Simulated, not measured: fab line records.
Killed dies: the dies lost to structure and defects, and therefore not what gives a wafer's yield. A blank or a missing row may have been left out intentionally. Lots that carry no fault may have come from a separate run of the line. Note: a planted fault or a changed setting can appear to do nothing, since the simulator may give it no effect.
Lot-split experiment | flow n5Finfet | 7 lots, 21 wafers read, on a route of 1938 steps

== ABOUT THE SPLIT ==
At N5_BEOL_M8_COAT_22 (resist thk 30 nm), the setting spinRpm was moved away from the recipe's 1500 rpm on 11 of the 21 wafers read, by -8.8% to +10.3%. This setting was run at the recipe's value on the other wafers.

== FROM THE SPLIT TO THE READING: what the file shows between them, 2 steps ==
- N5_BEOL_M8_EBR_24
- N5_BEOL_M8_SOFTBAKE_23: time 60 s

== THE READING ==
CAR-EUV_of_BEOL_M8_COAT_22.thkNm (the simulator's own value, which no gauge read), in nm, at N5_BEOL_M8_DESCUM_33 (chemistry O2, time 7 s). There is no usual value for it anywhere in the file. Across the 10 wafers here that went through the recipe, the average is 26.1 nm and the standard deviation 0.13 nm.

wafer  | tool, chamber at the split | spinRpm as run, rpm | against the recipe | CAR-EUV_of_BEOL_M8_COAT_22.thkNm, nm | against lot-mates on the recipe
L077.2 | lithoTrack-04, 0           | 1500                | recipe             | 26                                   | -
L077.4 | lithoTrack-04, 0           | 1410                | -6.0%              | 27                                   | +1.0
L077.6 | lithoTrack-04, 0           | 1410                | -6.0%              | 27                                   | +1.0
L079.1 | lithoTrack-02, 0           | 1368                | -8.8%              | 27.4                                 | no lot-mate on the recipe
L079.3 | lithoTrack-02, 0           | 1368                | -8.8%              | 27.4                                 | no lot-mate on the recipe
L079.6 | lithoTrack-02, 0           | 1368                | -8.8%              | 27.4                                 | no lot-mate on the recipe
L081.4 | lithoTrack-02, 0           | 1500                | recipe             | 26.2                                 | -
L081.5 | lithoTrack-02, 0           | 1573                | +4.9%              | 25.4                                 | -0.8
L081.6 | lithoTrack-02, 0           | 1573                | +4.9%              | 25.4                                 | -0.8
L083.2 | lithoTrack-04, 0           | 1500                | recipe             | 26                                   | -
L083.3 | lithoTrack-04, 0           | 1500                | recipe             | 26                                   | -
L083.6 | lithoTrack-04, 0           | 1500                | recipe             | 25.8                                 | -
L088.1 | lithoTrack-02, 0           | 1500                | recipe             | 26.2                                 | -
L088.3 | lithoTrack-02, 0           | 1500                | recipe             | 26.2                                 | -
L088.6 | lithoTrack-02, 0           | 1500                | recipe             | 26.2                                 | -
L086.1 | lithoTrack-03, 0           | 1654                | +10.3%             | 24.8                                 | -1.2
L086.6 | lithoTrack-03, 0           | 1654                | +10.3%             | 24.8                                 | -1.2
L086.4 | lithoTrack-03, 0           | 1500                | recipe             | 26                                   | -
L092.2 | lithoTrack-02, 0           | 1404                | -6.4%              | 27                                   | +0.8
L092.5 | lithoTrack-02, 0           | 1404                | -6.4%              | 27                                   | +0.8
L092.4 | lithoTrack-02, 0           | 1500                | recipe             | 26.2                                 | -

FIT RESULTS
A straight line over all 21 wafers: CAR-EUV_of_BEOL_M8_COAT_22.thkNm changes by -0.139 nm for each +1% of spinRpm; r = -0.99; the points scatter about the line by 0.11 nm.
The same after taking each lot's own level away (the mean of its wafers on the recipe; 18 wafers): -0.133 nm for each +1%; r = -0.99; scatter 0.11 nm.
Per that fit: largest spinRpm move, reading shift of 1.4 nm.
Across the lots, their own levels run from 25.93 to 26.20 nm, a range of 2.0 times the standard deviation given above.
So the lot-to-lot level changes the slope little: the two slopes agree.
Check: with one of the wafers moved furthest among these (+10.3%) left out of the fit, the line predicts -1.41 nm for it against its lot-mates. Against them it came out at -1.2 nm.

== THESE WAFERS: OTHER SPLITS ==
Note: prior to the reading, these wafers also went through further splits. Each is held against what the fit with the lots' levels taken away leaves over:
other split on the same wafers | wafers away from the commonest value | r with CAR-EUV_of_BEOL_M8_COAT_22.thkNm (lot level and that fit taken away)
N5_BEOL_M6_EXPOSE_25 doseMj    | 4                                    | -0.37

== THE WHOLE CHAIN: every reading that the file lists as answering this split, in the file's order ==
step                 | what it does           | reading                                                                           | change (the file's fit)               | r (the file's)
N5_BEOL_M8_COAT_22   | resist thk 30 nm       | CAR-EUV_of_BEOL_M8_COAT_22.thkNm (the simulator's own value, which no gauge read) | -0.139 nm for each +1% of the setting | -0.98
N5_BEOL_M8_DESCUM_33 | chemistry O2, time 7 s | CAR-EUV_of_BEOL_M8_COAT_22.thkNm (the simulator's own value, which no gauge read) | -0.133 nm for each +1% of the setting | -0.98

== FILE'S OWN FIT ==
CAR-EUV_of_BEOL_M8_COAT_22.thkNm changes by -0.133 nm for each +1% of spinRpm, r = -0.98.
